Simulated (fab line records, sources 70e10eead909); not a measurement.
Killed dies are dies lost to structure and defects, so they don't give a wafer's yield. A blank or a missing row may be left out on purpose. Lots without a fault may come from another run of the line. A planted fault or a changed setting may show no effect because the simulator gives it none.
fab line records | flow nand_harc
record lots=24 wafers=72 last_day=33
route steps=1302 shown A_STAIRCASE@708
lots that met no fault: from a run of the same line without faults
start_h: hours from the record's first day to the start of the lot's first wafer shown | wait_h: hours since the lot's step before | " the same as in the row above | L1.1+2: a row that stands for several wafers | - no value, or no start given | * or withheld: withheld | < > ~ a bound
route shown NAME@n: a module of which the file shows steps, and the number in the route of the first | usual: mean/standard deviation of fault-free wafers | same: alike in all rows | chamber/n: place in a boat | sites: the reading at each site | _std_site: their standard deviation | _edge_site: outer sites' mean less inner sites' | radius_mm: how far each site lies from the wafer's centre | mask NAME#n: copy n | behind: the tool/chamber that last shaped the wafer | hold: why the lot was held/for how many hours/how that ended | device: the transistor (n, p or np) that didn't switch | end of line: the same wafers' tests at the end of the route | a step without rows: its recipe alone | killed: dies lost to structure and defects at the first sort, not the wafer's yield | map: a wafer's dies, x killed, . not, _ none there
set.NAME: the setting as run; set.NAME@STEP: as run at that earlier step | model.NAME: the simulator's own value behind a step, which no gauge read
steps of the route over a sample of lots; a table a step, a row a wafer
services: from which hour (start_h, from the record's first day; less than 0 if before it) a tool's chamber was out of use, for how many hours, and why
## steps
# step NHARC_A_STAIRCASE_ETCH_194
# recipe target_depth_a=1000 time_s=40.5 ion_energy_ev=400 c4f8_flow_sccm=20 o2_flow_sccm=10 ar_flow_sccm=withheld rf_w=600 bias_w=1000 chemistry=C4F8/O2
# usual oes_product_au=0.942/0.011 rf_vpp_V=896/4.2
# columns lot.wafer tool chamber start_h wait_h oes_product_au rf_hours_counter_h rf_vpp_V
L074.4 rie_diel-07 0 - - 0.920 15 895
L074.6 " 0 " " 0.929 - 897
L074.5 " 1 " " 0.937 - 896
L075.4 rie_diel-03 0 - - 0.960 26 895
L075.3 " 1 " " 0.947 27 894
L075.6 " 2 " " 0.949 - 904
L076.2 rie_diel-07 3 - - 0.946 25 900
L076.1 " 1 " " 0.938 27 895
L076.6 " 3 " " 0.945 - 901
L077.3 rie_diel-03 1 - - 0.935 32 895
L077.6 " 1 " " 0.934 - 894
L077.5 " 2 " " 0.940 - 903
L079.2 rie_diel-07 3 - - 0.938 31 900
L079.4 " 2 " " 0.929 32 888
L079.5 " 0 " " 0.923 - 894
L078.4 rie_diel-07 0 - - 0.924 33 895
L078.3 " 3 " " 0.943 31 900
L078.5 " 1 " " 0.928 - 895
L080.3 rie_diel-03 1 - - 0.945 38 893
L080.2 " 3 " " 0.946 39 900
L080.1 " 0 " " 0.939 40 895
L082.3 rie_diel-07 2 - - 0.932 40 889
L082.4 " 1 " " 0.941 41 894
L082.5 " 3 " " 0.953 - 900
L081.3 rie_diel-07 3 - - 0.955 40 900
L081.1 " 0 " " 0.933 42 894
L081.5 " 3 " " 0.955 - 898
L084.2 rie_diel-01 0 - - 0.925 18 896
L084.4 " 1 " " 0.932 20 891
L084.6 " 0 " " 0.924 - 897
L083.4 rie_diel-01 3 - - 0.931 21 895
L083.3 " 2 " " 0.928 23 892
L083.6 " 0 " " 0.933 - 895
L085.2 rie_diel-01 1 - - 0.938 23 893
L085.5 " 2 " " 0.939 - 892
L085.6 " 3 " " 0.941 - 896
L086.4 rie_diel-01 2 - - 0.954 29 891
L086.1 " 0 " " 0.937 26 895
L086.2 " 1 " " 0.941 28 892
L087.3 rie_diel-03 3 - - 0.931 8 901
L087.6 " 3 " " 0.949 - 901
L087.5 " 0 " " 0.952 - 895
L088.3 rie_diel-07 3 - - 0.934 7 899
L088.4 " 1 " " 0.924 5 895
L088.5 " 3 " " 0.943 - 900
L089.1 rie_diel-07 2 - - 0.949 6 888
L089.3 " 3 " " 0.950 7 899
L089.5 " 0 " " 0.957 - 894
L091.2 rie_diel-07 2 - - 0.933 10 888
L091.1 " 3 " " 0.946 11 900
L091.4 " 0 " " 0.947 10 895
L090.4 rie_diel-03 3 - - 0.941 11 900
L090.3 " 0 " " 0.942 18 896
L090.6 " 2 " " 0.958 - 903
L092.1 rie_diel-03 2 - - 0.944 20 901
L092.3 " 3 " " 0.935 18 900
L092.5 " 2 " " 0.961 - 903
L094.3 rie_diel-01 3 - - 0.950 48 896
L094.1 " 0 " " 0.953 50 895
L094.2 " 1 " " 0.953 55 891
L093.4 rie_diel-07 3 - - 0.957 23 897
L093.5 " 1 " " 0.942 - 895
L093.6 " 2 " " 0.954 - 887
L095.4 rie_diel-03 0 - - 0.959 37 895
L095.1 " 1 " " 0.929 39 893
L095.6 " 0 " " 0.971 - 893
L096.2 rie_diel-03 1 - - 0.931 41 893
L096.5 " 0 " " 0.952 - 894
L096.6 " 1 " " 0.933 - 893
L097.2 rie_diel-01 3 - - 0.974 2 895
L097.3 " 0 " " 0.938 2 895
L097.5 " 0 " " 0.945 - 895
# step NHARC_A_STAIRCASE_ETCH_199
# recipe target_depth_a=1000 time_s=40.5 ion_energy_ev=400 c4f8_flow_sccm=20 o2_flow_sccm=10 ar_flow_sccm=withheld rf_w=600 bias_w=1000 chemistry=C4F8/O2
# usual oes_product_au=0.946/0.012 rf_vpp_V=895/4.3
# columns lot.wafer tool chamber start_h wait_h oes_product_au rf_hours_counter_h rf_vpp_V
L074.4 rie_diel-01 3 - - 0.960 46 896
L074.6 " 2 " " 0.969 - 892
L074.5 " 3 " " 0.972 - 896
L075.4 rie_diel-03 0 - - 0.956 26 895
L075.3 " 1 " " 0.952 27 892
L075.6 " 2 " " 0.948 - 903
L076.2 rie_diel-07 2 - - 0.956 26 890
L076.1 " 0 " " 0.929 27 896
L076.6 " 1 " " 0.938 - 895
L077.3 rie_diel-07 0 - - 0.961 30 895
L077.5 " 1 " " 0.956 - 896
L077.6 " 2 " " 0.944 - 889
L079.4 rie_diel-01 2 - - 0.957 2 891
L079.2 " 3 " " 0.957 3 897
L079.5 " 2 " " 0.946 - 892
L078.3 rie_diel-07 2 - - 0.938 32 889
L078.4 " 0 " " 0.939 34 895
L078.5 " 1 " " 0.929 - 894
L080.1 rie_diel-03 0 - - 0.954 40 896
L080.3 " 1 " " 0.938 38 894
L080.2 " 2 " " 0.951 38 902
L082.3 rie_diel-07 1 - - 0.917 42 892
L082.4 " 3 " " 0.973 39 900
L082.5 " 1 " " 0.923 - 895
L081.3 rie_diel-03 2 - - 0.957 46 901
L081.1 " 0 " " 0.968 49 895
L081.5 " 1 " " 0.961 - 895
L084.4 rie_diel-01 2 - - 0.929 23 891
L084.2 " 3 " " 0.939 21 896
L084.6 " 2 " " 0.936 - 890
L083.3 rie_diel-01 3 - - 0.939 22 897
L083.4 " 0 " " 0.931 20 895
L083.6 " 3 " " 0.947 - 898
L085.2 rie_diel-01 0 - - 0.939 21 896
L085.6 " 0 " " 0.936 - 896
L085.5 " 1 " " 0.944 - 892
L086.4 rie_diel-01 0 - - 0.945 26 897
L086.2 " 1 " " 0.955 28 893
L086.1 " 2 " " 0.955 29 891
L087.3 rie_diel-03 2 - - 0.962 5 903
L087.5 " 3 " " 0.932 - 902
L087.6 " 0 " " 0.948 - 894
L088.4 rie_diel-07 1 - - 0.932 6 895
L088.3 " 3 " " 0.924 8 898
L088.5 " 2 " " 0.936 - 887
L089.3 rie_diel-07 0 - - 0.935 7 894
L089.1 " 2 " " 0.941 7 887
L089.5 " 3 " " 0.945 - 900
L091.1 rie_diel-07 0 - - 0.945 10 892
L091.4 " 1 " " 0.938 9 895
L091.2 " 2 " " 0.947 10 886
L090.4 rie_diel-03 3 - - 0.947 11 901
L090.3 " 2 " " 0.944 13 902
L090.6 " 0 " " 0.946 - 894
L092.3 rie_diel-07 2 - - 0.959 21 886
L092.1 " 3 " " 0.966 20 901
L092.5 " 2 " " 0.958 - 888
L094.2 rie_diel-03 3 - - 0.943 21 900
L094.3 " 0 " " 0.973 28 894
L094.1 " 1 " " 0.957 29 892
L093.4 rie_diel-07 1 - - 0.945 22 894
L093.5 " 1 " " 0.949 - 894
L093.6 " 2 " " 0.949 - 886
L095.1 rie_diel-03 2 - - 0.957 34 902
L095.4 " 0 " " 0.956 37 893
L095.6 " 2 " " 0.964 - 902
L096.2 rie_diel-03 3 - - 0.931 33 902
L096.6 " 2 " " 0.951 - 903
L096.5 " 3 " " 0.933 - 901
L097.3 rie_diel-01 3 - - 0.944 2 895
L097.2 " 0 " " 0.950 2 894
L097.5 " 2 " " 0.956 - 891
# step NHARC_A_STAIRCASE_ETCH_203
# recipe target_depth_a=1000 time_s=40.5 ion_energy_ev=400 c4f8_flow_sccm=20 o2_flow_sccm=10 ar_flow_sccm=withheld rf_w=600 bias_w=1000 chemistry=C4F8/O2
# usual oes_product_au=0.945/0.01 rf_vpp_V=895/4
# columns lot.wafer tool chamber start_h wait_h oes_product_au rf_hours_counter_h rf_vpp_V
L074.4 rie_diel-01 1 - - 0.940 50 894
L074.6 " 1 " " 0.946 - 893
L074.5 " 2 " " 0.956 - 891
L075.4 rie_diel-03 0 - - 0.959 26 895
L075.3 " 3 " " 0.929 27 900
L075.6 " 1 " " 0.956 - 895
L076.2 rie_diel-07 0 - - 0.921 28 895
L076.1 " 1 " " 0.932 28 895
L076.6 " 3 " " 0.957 - 901
L077.3 rie_diel-07 1 - - 0.941 30 894
L077.6 " 3 " " 0.953 - 900
L077.5 " 0 " " 0.947 - 894
L079.4 rie_diel-01 2 - - 0.950 3 891
L079.2 " 0 " " 0.947 3 896
L079.5 " 1 " " 0.958 - 892
L078.4 rie_diel-07 0 - - 0.924 34 894
L078.3 " 2 " " 0.942 32 889
L078.5 " 3 " " 0.942 - 901
L080.3 rie_diel-03 2 - - 0.955 38 903
L080.1 " 0 " " 0.948 40 895
L080.2 " 1 " " 0.934 38 893
L082.4 rie_diel-07 3 - - 0.963 40 901
L082.3 " 1 " " 0.936 42 895
L082.5 " 0 " " 0.941 - 896
L081.1 rie_diel-03 0 - - 0.952 49 894
L081.3 " 1 " " 0.944 47 893
L081.5 " 0 " " 0.953 - 894
L084.4 rie_diel-01 3 - - 0.945 21 896
L084.2 " 1 " " 0.954 21 893
L084.6 " 2 " " 0.949 - 891
L083.4 rie_diel-01 2 - - 0.953 24 891
L083.3 " 0 " " 0.943 20 895
L083.6 " 1 " " 0.944 - 892
L085.2 rie_diel-01 2 - - 0.945 26 892
L085.6 " 3 " " 0.948 - 897
L085.5 " 0 " " 0.954 - 896
L086.2 rie_diel-01 2 - - 0.951 30 892
L086.4 " 3 " " 0.940 27 896
L086.1 " 1 " " 0.955 29 892
L087.3 rie_diel-03 3 - - 0.943 8 902
L087.5 " 1 " " 0.925 - 894
L087.6 " 2 " " 0.939 - 904
L088.4 rie_diel-07 3 - - 0.936 8 901
L088.3 " 0 " " 0.939 7 894
L088.5 " 3 " " 0.936 - 899
L089.3 rie_diel-07 2 - - 0.947 7 888
L089.1 " 3 " " 0.936 8 899
L089.5 " 1 " " 0.940 - 895
L091.1 rie_diel-07 1 - - 0.928 9 894
L091.2 " 2 " " 0.943 10 888
L091.4 " 3 " " 0.956 11 900
L090.3 rie_diel-03 1 - - 0.943 19 893
L090.4 " 2 " " 0.952 13 902
L090.6 " 1 " " 0.936 - 894
L092.3 rie_diel-07 1 - - 0.940 19 894
L092.1 " 2 " " 0.939 21 888
L092.5 " 0 " " 0.928 - 895
L094.2 rie_diel-03 3 - - 0.933 21 900
L094.1 " 0 " " 0.956 28 893
L094.3 " 1 " " 0.936 29 893
L093.4 rie_diel-07 0 - - 0.927 22 893
L093.5 " 0 " " 0.934 - 893
L093.6 " 1 " " 0.930 - 894
L095.4 rie_diel-03 0 - - 0.962 37 893
L095.1 " 1 " " 0.928 39 893
L095.6 " 0 " " 0.960 - 895
L096.2 rie_diel-03 0 - - 0.947 40 892
L096.5 " 2 " " 0.958 - 902
L096.6 " 3 " " 0.941 - 899
L097.3 rie_diel-01 0 - - 0.930 2 895
L097.2 " 3 " " 0.937 2 895
L097.5 " 1 " " 0.960 - 892
# step NHARC_A_STAIRCASE_TRIM_226
# recipe time_s=211.2 o2_flow_sccm=500 ar_flow_sccm=0 bias_w=0 chemistry=O2
# usual drypump_motor_current_A=6.0/0.36 oes_product_au=1.000/0.011 rf_vpp_V=57.8/0.86 showerhead_plenum_p_Torr=3.50/0.11 throttle_valve_pct=17.036/0.0087
# columns lot.wafer tool chamber start_h wait_h drypump_motor_current_A oes_product_au rf_hours_counter_h rf_vpp_V showerhead_plenum_p_Torr throttle_valve_pct
L074.4 rie_diel-07 3 - - 5.9 1.018 18 58.2 3.66 17.028
L074.6 " 3 " " 5.9 1.012 - 59.4 3.66 17.039
L074.5 " 0 " " 5.1 0.998 - 56.2 3.50 17.027
L075.4 rie_diel-03 3 - - 6.2 0.996 31 57.8 3.67 17.029
L075.3 " 2 " " 6.0 0.999 30 57.8 3.73 17.024
L075.6 " 3 " " 6.2 1.000 - 58.4 3.67 17.047
L076.1 rie_diel-07 3 - - 5.9 1.012 26 58.2 3.66 17.046
L076.2 " 2 " " 5.7 0.999 27 57.9 3.34 17.028
L076.6 " 3 " " 5.9 1.014 - 58.6 3.66 17.034
L077.3 rie_diel-03 3 - - 6.2 0.988 35 57.9 3.67 17.029
L077.6 " 0 " " 6.1 1.023 - 59.0 3.49 17.029
L077.5 " 1 " " 6.3 1.002 - 57.6 3.47 17.037
L079.2 rie_diel-01 3 - - 6.5 0.997 3 59.1 3.54 17.038
L079.4 " 1 " " 6.5 0.994 4 58.2 3.44 17.036
L079.5 " 3 " " 6.5 0.994 - 56.2 3.54 17.031
L078.3 rie_diel-03 1 - - 6.3 1.002 38 58.3 3.46 17.039
L078.4 " 3 " " 6.2 0.996 39 57.8 3.67 17.040
L078.5 " 2 " " 6.0 1.003 - 57.7 3.73 17.036
L080.1 rie_diel-01 2 - - 6.0 0.987 5 56.9 3.42 17.033
L080.2 " 0 " " 5.6 0.977 4 58.0 3.53 17.044
L080.3 " 1 " " 6.5 0.996 5 57.3 3.44 17.029
L082.3 rie_diel-01 1 - - 6.5 1.004 10 58.2 3.44 17.041
L082.4 " 2 " " 6.0 0.998 11 57.6 3.41 17.024
L082.5 " 0 " " 5.7 0.990 - 58.7 3.52 17.036
L081.1 rie_diel-01 2 - - 6.0 1.009 12 57.3 3.41 17.067
L081.3 " 0 " " 5.7 0.993 10 57.7 3.52 17.037
L081.5 " 2 " " 6.0 1.004 - 57.6 3.41 17.028
L084.2 rie_diel-07 3 - - 5.9 1.019 55 57.5 3.64 17.054
L084.4 " 0 " " 5.1 1.009 53 57.6 3.48 17.028
L084.6 " 0 " " 5.1 1.005 - 57.4 3.48 17.042
L083.4 rie_diel-07 1 - - 6.0 0.996 55 58.0 3.49 17.036
L083.3 " 2 " " 5.7 0.997 55 57.6 3.32 17.038
L083.6 " 0 " " 5.1 0.996 - 56.3 3.48 17.040
L085.2 rie_diel-03 1 - - 6.3 0.981 0 58.3 3.46 17.035
L085.5 " 0 " " 6.1 1.019 - 57.5 3.48 17.034
L085.6 " 1 " " 6.3 0.968 - 57.1 3.46 17.051
L086.2 rie_diel-01 0 - - 5.6 0.995 27 57.6 3.51 17.026
L086.1 " 2 " " 6.0 1.008 31 57.3 3.40 17.033
L086.4 " 3 " " 6.5 0.997 28 57.3 3.52 17.039
L087.3 rie_diel-03 0 - - 6.1 1.015 10 56.7 3.48 17.036
L087.6 " 3 " " 6.2 0.992 - 59.4 3.65 17.029
L087.5 " 0 " " 6.1 1.006 - 57.8 3.48 17.020
L088.4 rie_diel-07 1 - - 6.0 1.004 7 59.1 3.49 17.042
L088.3 " 2 " " 5.7 1.023 8 57.2 3.31 17.028
L088.5 " 0 " " 5.2 1.006 - 58.2 3.47 17.046
L089.3 rie_diel-07 2 - - 5.7 0.999 8 57.7 3.31 17.044
L089.1 " 3 " " 5.9 1.011 9 56.4 3.63 17.033
L089.5 " 1 " " 6.0 1.000 - 58.1 3.49 17.032
L091.4 rie_diel-03 0 - - 6.1 1.015 19 57.9 3.47 17.021
L091.2 " 1 " " 6.3 0.988 20 58.2 3.44 17.027
L091.1 " 3 " " 6.2 0.991 11 57.7 3.65 17.024
L090.4 rie_diel-07 0 - - 5.1 1.000 11 57.8 3.47 17.025
L090.3 " 1 " " 6.0 0.995 10 59.3 3.49 17.038
L090.6 " 3 " " 5.9 1.012 - 58.4 3.63 17.043
L092.1 rie_diel-03 1 - - 6.3 0.977 28 57.1 3.44 17.025
L092.3 " 2 " " 6.1 0.993 22 59.2 3.71 17.030
L092.5 " 0 " " 6.1 0.997 - 57.5 3.47 17.041
L094.1 rie_diel-01 2 - - 6.0 0.999 54 58.1 3.39 17.044
L094.2 " 3 " " 6.5 1.001 49 58.0 3.51 17.037
L094.3 " 0 " " 5.7 0.988 50 59.0 3.50 17.039
L093.4 rie_diel-07 3 - - 5.9 1.013 24 57.6 3.62 17.026
L093.6 " 2 " " 5.7 1.003 - 57.5 3.30 17.027
L093.5 " 3 " " 5.9 1.011 - 58.2 3.62 17.039
L095.4 rie_diel-07 1 - - 6.0 0.986 30 57.9 3.47 17.033
L095.1 " 0 " " 5.1 0.992 28 56.4 3.46 17.020
L095.6 " 1 " " 6.0 0.992 - 57.9 3.47 17.024
L096.2 rie_diel-07 1 - - 6.0 0.988 34 56.9 3.47 17.031
L096.5 " 3 " " 5.9 0.992 - 58.3 3.62 17.028
L096.6 " 1 " " 6.1 0.995 - 58.6 3.47 17.031
L097.2 rie_diel-07 1 - - 6.0 0.990 35 56.7 3.47 17.041
L097.3 " 2 " " 5.7 1.001 35 56.7 3.30 17.038
L097.5 " 1 " " 6.0 0.985 - 58.1 3.47 17.039
# step NHARC_A_STAIRCASE_STRIP_274
# recipe o2_flow_sccm=500 ar_flow_sccm=0 bias_w=0 chemistry=O2
# usual drypump_motor_current_A=6.1/0.33 oes_product_au=1.000/0.0096 rf_vpp_V=57.7/0.85 showerhead_plenum_p_Torr=3.51/0.11 throttle_valve_pct=17.036/0.0087
# columns lot.wafer tool chamber start_h wait_h drypump_motor_current_A oes_product_au rf_hours_counter_h rf_vpp_V showerhead_plenum_p_Torr throttle_valve_pct
L074.4 rie_diel-01 0 - - 5.7 0.993 56 58.8 3.53 17.055
L074.5 " 0 " " 5.7 0.995 - 56.3 3.53 17.028
L074.6 " 1 " " 6.5 0.997 - 57.4 3.45 17.047
L075.3 rie_diel-07 0 - - 5.1 0.991 32 58.1 3.49 17.027
L075.4 " 2 " " 5.7 0.997 30 58.3 3.33 17.033
L075.6 " 3 " " 5.9 1.008 - 56.5 3.65 17.041
L076.1 rie_diel-03 1 - - 6.3 0.996 36 57.7 3.47 17.016
L076.2 " 2 " " 6.1 0.998 35 59.2 3.73 17.044
L076.6 " 2 " " 6.0 0.997 - 59.0 3.73 17.031
L077.3 rie_diel-03 2 - - 6.0 1.008 37 58.9 3.73 17.029
L077.5 " 3 " " 6.2 0.992 - 56.9 3.67 17.024
L077.6 " 0 " " 6.1 1.010 - 57.6 3.49 17.031
L079.4 rie_diel-01 2 - - 6.0 0.995 6 57.0 3.42 17.023
L079.2 " 3 " " 6.5 0.992 6 59.1 3.54 17.038
L079.5 " 2 " " 6.0 0.997 - 57.8 3.42 17.044
L078.3 rie_diel-07 1 - - 6.0 0.984 39 58.1 3.50 17.032
L078.4 " 3 " " 5.9 1.023 35 57.7 3.65 17.032
L078.5 " 2 " " 5.6 1.002 - 57.6 3.33 17.024
L080.2 rie_diel-01 2 - - 6.0 1.000 8 58.5 3.41 17.037
L080.1 " 3 " " 6.5 0.997 7 57.8 3.54 17.052
L080.3 " 0 " " 5.7 0.994 7 57.8 3.53 17.055
L082.4 rie_diel-01 2 - - 6.0 0.998 14 56.9 3.41 17.034
L082.3 " 3 " " 6.5 1.004 13 58.6 3.53 17.040
L082.5 " 2 " " 6.0 0.997 - 58.7 3.41 17.042
L081.1 rie_diel-07 2 - - 5.7 1.000 49 58.3 3.32 17.026
L081.3 " 1 " " 6.1 0.988 49 56.9 3.49 17.027
L081.5 " 3 " " 5.9 1.022 - 57.8 3.64 17.040
L084.4 rie_diel-01 2 - - 6.0 1.001 29 59.4 3.40 17.039
L084.2 " 0 " " 5.7 0.995 25 57.5 3.52 17.038
L084.6 " 3 " " 6.5 0.995 - 56.9 3.53 17.050
L085.2 rie_diel-03 0 - - 6.1 1.025 6 57.6 3.48 17.030
L085.5 " 2 " " 6.0 1.004 - 58.5 3.72 17.050
L085.6 " 3 " " 6.2 0.996 - 57.0 3.66 17.024
L083.4 rie_diel-03 0 - - 6.1 1.001 7 57.8 3.48 17.033
L083.3 " 3 " " 6.2 0.981 7 58.6 3.66 17.055
L083.6 " 1 " " 6.3 0.975 - 57.6 3.45 17.023
L086.2 rie_diel-07 0 - - 5.2 1.001 3 56.1 3.48 17.048
L086.1 " 1 " " 6.1 0.997 3 56.4 3.49 17.041
L086.4 " 2 " " 5.7 1.008 3 58.3 3.32 17.038
L087.3 rie_diel-01 2 - - 6.0 1.004 38 57.8 3.40 17.034
L087.6 " 0 " " 5.7 0.994 - 58.3 3.51 17.041
L087.5 " 1 " " 6.5 0.999 - 57.5 3.42 17.055
L088.3 rie_diel-01 0 - - 5.7 1.020 39 59.1 3.51 17.030
L088.4 " 3 " " 6.5 1.002 39 57.6 3.52 17.038
L088.5 " 0 " " 5.7 1.010 - 58.0 3.51 17.029
L089.3 rie_diel-03 0 - - 6.1 1.013 20 58.4 3.47 17.050
L089.1 " 1 " " 6.3 0.983 22 57.5 3.44 17.041
L089.5 " 2 " " 6.0 1.014 - 59.0 3.71 17.046
L091.2 rie_diel-03 0 - - 6.0 1.013 22 56.7 3.47 17.041
L091.1 " 1 " " 6.3 0.985 23 57.0 3.44 17.037
L091.4 " 2 " " 6.0 1.008 17 59.4 3.71 17.030
L090.3 rie_diel-01 0 - - 5.7 1.013 44 57.7 3.51 17.049
L090.4 " 1 " " 6.5 1.006 50 56.9 3.42 17.028
L090.6 " 0 " " 5.7 1.018 - 58.0 3.51 17.032
L092.3 rie_diel-03 0 - - 6.0 1.006 31 56.2 3.47 17.030
L092.1 " 2 " " 6.0 1.005 29 58.9 3.70 17.034
L092.5 " 0 " " 6.1 1.018 - 56.3 3.47 17.037
L094.2 rie_diel-03 0 - - 6.0 0.999 32 58.3 3.47 17.025
L094.1 " 1 " " 6.3 0.982 33 57.5 3.44 17.035
L094.3 " 3 " " 6.2 0.997 27 58.0 3.64 17.025
L093.4 rie_diel-03 0 564.56 - 6.1 1.013 36 57.5 3.46 17.051
L093.6 " 2 " " 6.1 1.008 - 58.4 3.70 17.041
L093.5 " 3 " " 6.2 0.992 - 58.3 3.64 17.039
L095.1 rie_diel-07 2 - - 5.7 0.999 34 57.5 3.30 17.032
L095.6 " 3 " " 5.9 0.996 - 57.2 3.62 17.031
L095.4 " 1 " " 6.1 0.986 - 57.4 3.47 17.029
L096.2 rie_diel-01 3 - - 6.5 1.000 11 57.9 3.51 17.032
L096.6 " 3 " " 6.5 0.999 - 59.0 3.51 17.031
L096.5 " 0 " " 5.6 0.993 - 57.3 3.49 17.027
L097.3 rie_diel-01 1 - - 6.5 1.012 11 57.7 3.41 17.035
L097.2 " 2 " " 6.0 1.011 9 56.6 3.38 17.034
L097.5 " 3 " " 6.5 1.001 - 60.1 3.51 17.032
# step NHARC_A_STAIRCASE_HM_DEP_459
# recipe target_thk_a=15000 temp_c=400 material=aC
# usual throttle_valve_pct=35.000/0.009
# columns lot.wafer tool chamber start_h wait_h throttle_valve_pct
L074.4 acl_dep-03 0 381.36 6.8 35.005
L074.5 " 0 " " 34.992
L074.6 " 0 " " 34.977
L075.3 acl_dep-01 0 398.15 0.7 34.988
L075.4 " 0 " " 35.000
L075.6 " 0 " " 35.000
L076.1 acl_dep-01 0 404.04 3.3 34.995
L076.2 " 0 " " 35.006
L076.6 " 0 405.56 4.8 34.999
L077.3 acl_dep-03 0 408.17 2.7 35.004
L077.5 " 0 " " 35.010
L077.6 " 0 " " 35.005
L079.2 acl_dep-03 0 415.14 0.4 35.010
L079.4 " 0 " " 35.000
L079.5 " 0 " " 35.009
L078.3 acl_dep-02 0 417.72 1.1 35.017
L078.4 " 0 " " 34.998
L078.5 " 0 " " 35.001
L080.1 acl_dep-02 0 423.19 2.0 35.000
L080.2 " 0 " " 34.998
L080.3 " 0 " " 35.005
L082.3 acl_dep-02 0 447.05 2.3 34.991
L082.4 " 0 " " 34.998
L082.5 " 0 " " 35.003
L081.1 acl_dep-01 0 447.21 0.7 34.994
L081.3 " 0 " " 35.003
L081.5 " 0 " " 35.004
L084.2 acl_dep-01 0 476.94 0.4 34.997
L084.4 " 0 " " 34.981
L084.6 " 0 " " 34.998
L085.2 acl_dep-03 0 478.75 0.4 34.999
L085.5 " 0 " " 34.997
L085.6 " 0 " " 35.007
L083.3 acl_dep-02 0 485.83 3.7 35.009
L083.4 " 0 " " 35.007
L083.6 " 0 " " 35.025
L086.1 acl_dep-01 0 498.37 0.1 35.008
L086.2 " 0 " " 34.992
L086.4 " 0 " " 35.007
L087.3 acl_dep-03 0 506.68 0.7 35.005
L087.5 " 0 " " 34.992
L087.6 " 0 " " 35.020
L088.3 acl_dep-02 0 525.20 4.3 35.005
L088.4 " 0 " " 34.985
L088.5 " 0 " " 34.994
L089.1 acl_dep-03 0 527.46 5.0 35.004
L089.3 " 0 " " 34.998
L089.5 " 0 " " 35.003
L091.1 acl_dep-03 0 533.74 2.3 34.995
L091.2 " 0 " " 35.014
L091.4 " 0 " " 35.010
L090.3 acl_dep-02 0 538.72 3.6 34.992
L090.4 " 0 " " 35.008
L090.6 " 0 " " 34.995
L092.1 acl_dep-02 0 556.19 1.9 35.006
L092.3 " 0 " " 34.996
L092.5 " 0 " " 34.994
L094.1 acl_dep-01 0 563.27 3.1 35.010
L094.2 " 0 " " 35.010
L094.3 " 0 " " 35.005
L093.4 acl_dep-02 0 567.63 2.3 35.012
L093.5 " 0 " " 34.973
L093.6 " 0 " " 34.993
L095.1 acl_dep-03 0 582.66 1.0 35.020
L095.4 " 0 " " 35.008
L095.6 " 0 " " 35.003
L096.2 acl_dep-03 0 595.38 0.4 35.007
L096.5 " 0 " " 35.001
L096.6 " 0 " " 34.993
L097.2 acl_dep-01 0 597.91 2.4 34.996
L097.3 " 0 " " 35.002
L097.5 " 0 " " 35.003
## services
# columns tool chamber start_h hours kind
rie_diel-01 1 332.89 7.1 repair
rie_diel-07 3 341.56 4.2 repair
rie_diel-03 - 344.08 1.1 repair
rie_diel-07 0 352.22 - clean
rie_diel-07 1 352.22 - clean
rie_diel-07 2 352.22 - clean
rie_diel-07 3 352.22 - clean
acl_dep-01 - 368.42 13.0 pm
rie_diel-07 0 376.72 - clean
rie_diel-07 1 376.72 - clean
rie_diel-07 2 376.72 - clean
rie_diel-07 3 376.72 - clean
rie_diel-01 - 385.22 9.0 pm
rie_diel-07 0 401.24 - clean
rie_diel-07 1 401.24 - clean
rie_diel-07 2 401.24 - clean
rie_diel-03 3 412.11 5.2 repair
acl_dep-02 - 427.45 13.0 pm
rie_diel-03 - 458.41 9.0 pm
rie_diel-07 1 464.75 7.1 repair
rie_diel-07 - 472.80 9.0 pm
acl_dep-03 - 480.29 13.0 pm
rie_diel-03 3 497.25 12.1 repair
acl_dep-01 - 550.27 13.0 pm
## key
fault none
